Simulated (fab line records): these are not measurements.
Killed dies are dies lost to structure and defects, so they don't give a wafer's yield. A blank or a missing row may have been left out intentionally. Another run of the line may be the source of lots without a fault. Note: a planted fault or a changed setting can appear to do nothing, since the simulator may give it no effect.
Chamber matching ; flow n5 finfet ; N5_BEOL_M5_CURE_80 on uv cure-03 has 3 sister chambers
The step cures SiCOH lowk, time 120 s. 16 wafers are shown with their chamber, then 8 later ones without.

WAFERS WITH THEIR CHAMBER
wafer;chamber;wafer_temp_C_max;lamp power pct (%)
L074.1;1;371.4;52.34
L074.3;1;371.5;52.43
L074.5;1;371.3;52.36
L075.2;1;371.0;52.36
L075.3;1;371.4;52.31
L075.6;1;371.4;52.20
L080.1;2;371.7;52.30
L080.3;2;372.1;52.31
L080.5;2;372.7;52.33
L084.2;0;371.3;52.31
L084.4;0;370.9;52.30
L084.5;0;371.3;52.28
L088.1;1;370.9;52.37
L088.2;1;370.8;52.21
L088.4;1;371.1;52.28
L090.2;0;371.4;52.31

SIGNATURES (averages over the wafers above)
reading;chamber 0;chamber 1;chamber 2;scatter within a chamber
wafer_temp_C_max;371.225;371.200;372.167;0.301
lamp power pct;52.3000;52.3178;52.3133;0.0604
Rule: distance of a wafer from a chamber = root of the sum over the readings of ((wafer's reading minus chamber's mean) / reading's scatter) squared. If the next closest chamber is less than 2 further off than the closest, the wafer can't be placed; otherwise it belongs to the closest. The scatter: take each reading less its chamber's mean, square it, sum over the shown wafers, divide by the number of wafers less the number of chambers, and take the root.

WAFERS WITH NO CHAMBER GIVEN
wafer;wafer_temp_C_max;lamp power pct (%)
L090.3;371.3;52.35
L090.6;371.4;52.34
L091.1;371.3;52.27
L091.3;371.9;52.38
L091.6;371.8;52.31
L097.1;372.3;52.28
L097.2;372.1;52.28
L097.5;371.9;52.33

WHICH CHAMBER EACH ONE RAN IN
wafer;from the rows above;in truth
L090.3;can't be placed: 1 or 0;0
L090.6;can't be placed: 1 or 0 or 2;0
L091.1;can't be placed: 0 or 1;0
L091.3;can't be placed: 2 or 1 or 0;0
L091.6;can't be placed: 2 or 0 or 1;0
L097.1;2;2
L097.2;2;2
L097.5;can't be placed: 2 or 0 or 1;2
Placed correctly: 2 of 8. From these rows, 6 cannot be placed; in 6 the true chamber is one of the candidates. Wrongly placed: 0.
